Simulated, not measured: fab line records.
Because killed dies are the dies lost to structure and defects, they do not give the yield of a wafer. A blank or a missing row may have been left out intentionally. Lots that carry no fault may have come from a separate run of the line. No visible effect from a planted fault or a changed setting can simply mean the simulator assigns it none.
Split-lot trial -- flow n5_finfet -- on a route of 1938 steps: 7 lots, 21 wafers read

ABOUT THE SPLIT
At N5_BEOL_M2_ETCH_70 (etches SOC in N2/H2, target depth 80 nm, overetch 24 nm, time 130 s), the setting source_w was moved away from the recipe's 840 W on 6 of the 21 wafers read, by -16.2% to +16.0%. For the rest of the wafers, this setting stayed at what the recipe calls for.

The reading comes from the split's own step.

THE READING
rf_vpp_V, in V, at N5_BEOL_M2_ETCH_70 (etches SOC in N2/H2, target depth 80 nm, overetch 24 nm, time 130 s). A value of 525.2 V with a standard deviation of 2.5 V is what fault-free wafers of this fab line usually give.

wafer,"tool, chamber at the split","source_w as run, W",against the recipe,"rf_vpp_V, V",against lot-mates on the recipe
L074.2,"rie_diel-01, 1",840,recipe,525.1,-
L074.4,"rie_diel-01, 0",840,recipe,525.4,-
L074.5,"rie_diel-01, 1",840,recipe,523.7,-
L080.2,"rie_diel-05, 0",840,recipe,521.0,-
L080.3,"rie_diel-05, 2",840,recipe,528.1,-
L080.6,"rie_diel-05, 2",765.2,-8.9%,545.1,+20.6
L083.2,"rie_diel-05, 1",840,recipe,521.3,-
L083.5,"rie_diel-05, 1",974.1,+16.0%,496.9,-25.1
L083.6,"rie_diel-05, 0",840,recipe,522.7,-
L084.1,"rie_diel-03, 1",728.3,-13.3%,547.7,+23.0
L084.2,"rie_diel-03, 2",840,recipe,524.7,-
L084.3,"rie_diel-03, 3",728.3,-13.3%,546.1,+21.4
L087.2,"rie_diel-01, 2",840,recipe,525.8,-
L087.4,"rie_diel-01, 3",892.1,+6.2%,516.0,-10.0
L087.5,"rie_diel-01, 2",840,recipe,526.2,-
L092.2,"rie_diel-03, 2",840,recipe,523.6,-
L092.4,"rie_diel-03, 1",840,recipe,525.2,-
L092.6,"rie_diel-03, 3",703.8,-16.2%,561.8,+37.4
L094.1,"rie_diel-01, 1",840,recipe,525.5,-
L094.4,"rie_diel-01, 3",840,recipe,526.1,-
L094.5,"rie_diel-01, 1",840,recipe,524.8,-

FIT RESULTS
A straight line over all 21 wafers: rf_vpp_V changes by -1.88 V for each +1% of source_w; r = -0.98; the points scatter about the line by 2.7 V.
The same after taking each lot's own level away (the mean of its wafers on the recipe; 21 wafers): -1.84 V for each +1%; r = -0.98; scatter 2.6 V.
According to that fit, moving source_w by its largest amount changes the reading by 30 V.
From 522.00 to 526.00 V: that is the span of the lots' own levels, equal to 1.6 times the standard deviation above.
The two slopes are in agreement: the lot-to-lot level therefore moves the slope only a little.
Check: +27.9 V against its lot-mates is what the line predicts for one of the wafers moved furthest among these (-16.2%) when that wafer is left out of the fit. Against them it came out at +37.4 V.
Tool readings at the split's step, against how far the setting was moved: rf_vpp_V r = -0.98.

OTHER SPLITS APPLIED TO THESE WAFERS
Before the reading, these wafers also passed through other splits. Each is held against what the fit with the lots' levels taken away leaves over:
other split on the same wafers,wafers away from the commonest value,r with rf_vpp_V (lot level and that fit taken away)
N5_BEOL_M2_ETCH_69 bias_w,7,+0.32

FILE'S OWN FIT
rf_vpp_V changes by -1.9 V for each +1% of source_w, r = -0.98.
